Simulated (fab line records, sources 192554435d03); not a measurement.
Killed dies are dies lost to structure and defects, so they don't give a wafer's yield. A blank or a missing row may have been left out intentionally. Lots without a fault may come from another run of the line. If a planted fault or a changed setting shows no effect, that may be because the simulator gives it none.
A struck lot beside a sound one ; flow n5-finfet ; 37 out of 1938 route steps
Sound: wafers L334.1, L334.2, L334.4. Struck: wafer L324.5. (L324.1 of the same lot was not struck and is left out.) The cause comes at the end.
Each step with rows lists, per side, the tool, then ch with its chambers, then its first start. Under that, the readings that differ: sound wafers ; struck wafers ; difference of the means ; sigmas: that difference in standard deviations of wafers without a fault.
alike: a reading whose means differ by less than 2 such deviations, as well as words and numbers matching on both sides. not compared: withheld readings; readings where some wafer has no value; bounds like >300 that might hide an equal value; numbers whose values overlap and for which the record gives no deviation.
A row with sigmas, a row that says differs or no value, or rows on one side alone: a step with any of these is where the two part. Numbers that don't overlap but have no deviation are shown without sigmas and don't part them. Lack of a reading on every wafer of one side parts them only where that side has two or more wafers.

first, 9 steps without rows for these wafers: N5_BEOL_M4_ANNEAL_95 (time 240 s); N5_BEOL_M4_SPUTTER_96 (material Cu, target thk 4.5 nm, time 8.29 s); N5_BEOL_M4_ECD_50 (material Cu, target thk 300 nm); N5_BEOL_M4_ANNEAL_51 (time 90 s); N5_BEOL_M4_CMP_52 (polishes, stops on SiOC, t overpolish 6.8 s, target thk 40 nm); N5_BEOL_M4_PRE_CLEAN_60 (time 15 s); N5_BEOL_M4_CO_CAP_55 (material Co, precursor CCTBA/H2, target thk 2 nm, time 102.1 s); N5_BEOL_M4_PRE_CLEAN_56 (time 15 s); N5_BEOL_M4_DEP_57 (deposits SiCN from 3MS/NH3, target thk 8 nm, time 14 s).
N5_BEOL_M4_RC_MEAS_101:
  sound on prober-01 ch 0, day 12 02:33; struck on prober-02 ch 0, day 8 23:14
  alike: DIBL_N, DIBL_P, IOFF_N, IOFF_P, ION_N, ION_P, SS_N, SS_P, VT_N, VT_P
N5_BEOL_M5_ILD_DEP_00: deposits SiCOH lowk from DEMS/porogen, target thk 140.64 nm, time 25.9 s.
  sound on pecvd-04 ch 0,2, day 12 03:31; struck on pecvd-02 ch 0, day 9 00:12
reading;sound;struck;difference;sigmas
model.SiCOH_lowk_of_BEOL_M5_ILD_DEP_00.thk-nm (nm);140.4 139.2 143.2;239.4;+98.5;
  alike: heater-power-w, showerhead-plenum-p-Torr, throttle-valve-pct
then, 1 step without rows for these wafers: N5_BEOL_M5_CURE_79 (cures SiCOH lowk, time 240 s).
N5_BEOL_M5_THK_MEAS_01:
  sound: film-metro-01 at day 12 04:06; struck: film-metro-02 at day 9 00:46
reading;sound;struck;difference;sigmas
M5_ILD_THK (nm);120.8 119.6 123.2;207.2;+86.0;+51
then, 22 steps without rows for these wafers: N5_BEOL_M5_PECVD_70 (deposits SiO2 from TEOS/O2, target thk 16 nm, time 18 s); N5_BEOL_M5_HM_DEP_02 (deposits TiN, target thk 20 nm); N5_BEOL_M5_COAT_59 (time 60 s, resist thk 60 nm); N5_BEOL_M5_COAT_60 (time 60 s, resist thk 12 nm); N5_BEOL_M5_COAT_71 (time 60 s, resist thk 5 nm); N5_BEOL_M5_COAT_05 (resist thk 30 nm); N5_BEOL_M5_EBR_07; N5_BEOL_M5_SOFTBAKE_06 (time 60 s); N5_BEOL_M5_EXPOSE_08 (exposes mask M5, target cd 28 nm); N5_BEOL_M5_PEB_09 (peb time 60 s); N5_BEOL_M5_DEVELOP_10 (develop time 30 s); N5_BEOL_M5_DESCUM_16 (chemistry O2, time 7 s); N5_BEOL_M5_ETCH_72 (etches underlayer in N2/H2, target depth 6.5 nm, time 5.2 s); N5_BEOL_M5_ETCH_61 (etches SiARC in CF4, target depth 15.6 nm, time 26 s); N5_BEOL_M5_ETCH_62 (etches SOC in N2/H2, target depth 75 nm, overetch 15 nm, time 112.5 s); N5_BEOL_M5_STRIP_63 (strips in N2/H2); N5_BEOL_M5_STRIP_73 (strips in N2/H2); N5_BEOL_M5_STRIP_64 (strips in CF4); N5_BEOL_M5_HM_OPEN_17 (chemistry Cl2/BCl3, target TiN, target depth 20 nm, overetch 6 nm); N5_BEOL_M5_STRIP_19 (strips in O2); N5_BEOL_M5_COAT_65 (time 60 s, resist thk 60 nm); N5_BEOL_M5_COAT_66 (time 60 s, resist thk 12 nm).
N5_BEOL_M5_CMP_52: polishes, stops on SiCOH lowk, t overpolish 6.9 s, target thk 62 nm.
  sound on cmp-04 ch 0,1,2, day 12 16:42; struck on cmp-01 ch 0, day 9 11:38
reading;sound;struck;difference;sigmas
model.SiCOH_lowk_of_BEOL_M5_ILD_DEP_00.thk-nm (nm);117.8 116.8 120.2;204;+86;
  alike: head-pressure-psi, motor-current-A, platen-rpm
-- a jump in the record: the struck wafers' starts before and after are 4 days apart (it breaks off in module BEOL_M5 and resumes in module PASSIVATION, where the first step shown is number 1936 of the route) --
N5_PASSIVATION_PROBE_49:
  record: rows for the struck wafers here (prober-01, day 13 09:26), none for the sound ones

## WHERE THEY PART
Last at N5_PASSIVATION_PROBE_49 as far as this record goes, first at N5_BEOL_M5_THK_MEAS_01.

WHY: the cause the simulator had injected
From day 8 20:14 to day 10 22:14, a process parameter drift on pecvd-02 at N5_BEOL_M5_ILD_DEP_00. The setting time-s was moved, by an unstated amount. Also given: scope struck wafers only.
